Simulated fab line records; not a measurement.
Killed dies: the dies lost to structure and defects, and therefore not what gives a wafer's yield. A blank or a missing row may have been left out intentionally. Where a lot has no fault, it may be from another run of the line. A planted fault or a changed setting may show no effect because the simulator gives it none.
Lot-split experiment + flow n5_finfet + 7 lots, 39 wafers read, on a route of 1938 steps

THE SPLIT
At N5_PASSIVATION_PECVD_35 (deposits SiNx from SiH4/NH3/N2, target thk 700 nm, time 151.3 s), the setting time_s was moved away from the recipe's 151.3 s on 15 of the 39 wafers read, by -48.3% to +59.0%. The other wafers ran this setting at the recipe's value.

The reading comes from the split's own step.

THE READING
SiNx_of_PASSIVATION_PECVD_35.thk_nm (the simulator's own value, which no gauge read), in nm, at N5_PASSIVATION_PECVD_35 (deposits SiNx from SiH4/NH3/N2, target thk 700 nm, time 151.3 s). There is no usual value for it anywhere in the file. Average 688.4 nm, standard deviation 12 nm, over the 24 wafers here run with the recipe.

| wafer  | tool, chamber at the split | time_s as run, s | against the recipe | SiNx_of_PASSIVATION_PECVD_35.thk_nm, nm | against lot-mates on the recipe |
|--------|----------------------------|------------------|--------------------|-----------------------------------------|---------------------------------|
| L074.1 | pecvd-01, 1                | 240.5            | +59.0%             | 1087                                    | +396.7                          |
| L074.2 | pecvd-01, 2                | 240.5            | +59.0%             | 1097                                    | +406.7                          |
| L074.3 | pecvd-01, 0                | 151.3            | recipe             | 685.8                                   | -                               |
| L074.4 | pecvd-01, 1                | 151.3            | recipe             | 687.4                                   | -                               |
| L074.5 | pecvd-01, 0                | 240.5            | +59.0%             | 1119                                    | +428.7                          |
| L074.6 | pecvd-01, 2                | 151.3            | recipe             | 697.8                                   | -                               |
| L076.1 | pecvd-04, 2                | 213              | +40.8%             | 954.8                                   | +278.9                          |
| L076.2 | pecvd-04, 0                | 151.3            | recipe             | 669.6                                   | -                               |
| L076.3 | pecvd-04, 1                | 151.3            | recipe             | 669.4                                   | -                               |
| L076.4 | pecvd-04, 2                | 213              | +40.8%             | 966.6                                   | +290.7                          |
| L076.5 | pecvd-04, 1                | 213              | +40.8%             | 967                                     | +291.1                          |
| L076.6 | pecvd-04, 0                | 151.3            | recipe             | 688.6                                   | -                               |
| L081.1 | pecvd-04, 1                | 78.25            | -48.3%             | 360                                     | -335.0                          |
| L081.2 | pecvd-04, 0                | 151.3            | recipe             | 693.6                                   | -                               |
| L081.3 | pecvd-04, 2                | 151.3            | recipe             | 691.4                                   | -                               |
| L081.4 | pecvd-04, 0                | 151.3            | recipe             | 700                                     | -                               |
| L081.5 | pecvd-04, 2                | 78.25            | -48.3%             | 364.2                                   | -330.8                          |
| L081.6 | pecvd-04, 1                | 78.25            | -48.3%             | 362.2                                   | -332.8                          |
| L086.1 | pecvd-01, 2                | 151.3            | recipe             | 672.2                                   | -                               |
| L086.2 | pecvd-01, 1                | 151.3            | recipe             | 670.2                                   | -                               |
| L086.3 | pecvd-01, 0                | 151.3            | recipe             | 674.4                                   | -                               |
| L086.4 | pecvd-01, 0                | 151.3            | recipe             | 692.4                                   | -                               |
| L086.5 | pecvd-01, 2                | 151.3            | recipe             | 690                                     | -                               |
| L086.6 | pecvd-01, 1                | 151.3            | recipe             | 676.2                                   | -                               |
| L087.1 | pecvd-04, 0                | 151.3            | recipe             | 689                                     | -                               |
| L087.2 | pecvd-04, 2                | 181.7            | +20.1%             | 828.6                                   | +128.8                          |
| L087.3 | pecvd-04, 0                | 151.3            | recipe             | 701.2                                   | -                               |
| L087.4 | pecvd-04, 2                | 181.7            | +20.1%             | 843.8                                   | +144.0                          |
| L087.5 | pecvd-04, 2                | 181.7            | +20.1%             | 841.8                                   | +142.0                          |
| L087.6 | pecvd-04, 0                | 151.3            | recipe             | 709.2                                   | -                               |
| L089.1 | pecvd-04, 2                | 151.3            | recipe             | 698.6                                   | -                               |
| L089.4 | pecvd-04, 2                | 151.3            | recipe             | 696                                     | -                               |
| L089.6 | pecvd-04, 0                | 151.3            | recipe             | 709                                     | -                               |
| L092.1 | pecvd-01, 2                | 151.3            | recipe             | 684.8                                   | -                               |
| L092.2 | pecvd-01, 1                | 151.3            | recipe             | 681                                     | -                               |
| L092.3 | pecvd-01, 0                | 187.7            | +24.1%             | 858.6                                   | +172.3                          |
| L092.4 | pecvd-01, 1                | 187.7            | +24.1%             | 863.6                                   | +177.3                          |
| L092.5 | pecvd-01, 2                | 151.3            | recipe             | 693.2                                   | -                               |
| L092.6 | pecvd-01, 0                | 187.7            | +24.1%             | 866.2                                   | +179.9                          |

THE FIT
A straight line over all 39 wafers: SiNx_of_PASSIVATION_PECVD_35.thk_nm changes by +6.9 nm for each +1% of time_s; r = +1.00; the points scatter about the line by 11 nm.
The same after taking each lot's own level away (the mean of its wafers on the recipe; 39 wafers): +6.97 nm for each +1%; r = +1.00; scatter 7.8 nm.
Per that fit: largest time_s move, reading shift of 4.1e+02 nm.
Across the lots, their own levels run from 675.87 to 701.20 nm, a range of 2.2 times the standard deviation given above.
The two slopes agree, so the slope changes little with the lot-to-lot level.
Check: with one of the wafers moved furthest among these (+59.0%) left out of the fit, the line predicts +414 nm for it against its lot-mates. Against them it came out at +397 nm.

FURTHER SPLITS ON THESE WAFERS
Other splits were also applied to these wafers ahead of the reading. Each is held against what the fit with the lots' levels taken away leaves over:
| other split on the same wafers | wafers away from the commonest value | r with SiNx_of_PASSIVATION_PECVD_35.thk_nm (lot level and that fit taken away) |
|--------------------------------|--------------------------------------|--------------------------------------------------------------------------------|
| N5_BEOL_M13_ETCH_59 time_s     | 18                                   | -0.04                                                                          |

THE FILE'S OWN FIT
SiNx_of_PASSIVATION_PECVD_35.thk_nm changes by +6.98 nm for each +1% of time_s, r = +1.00.
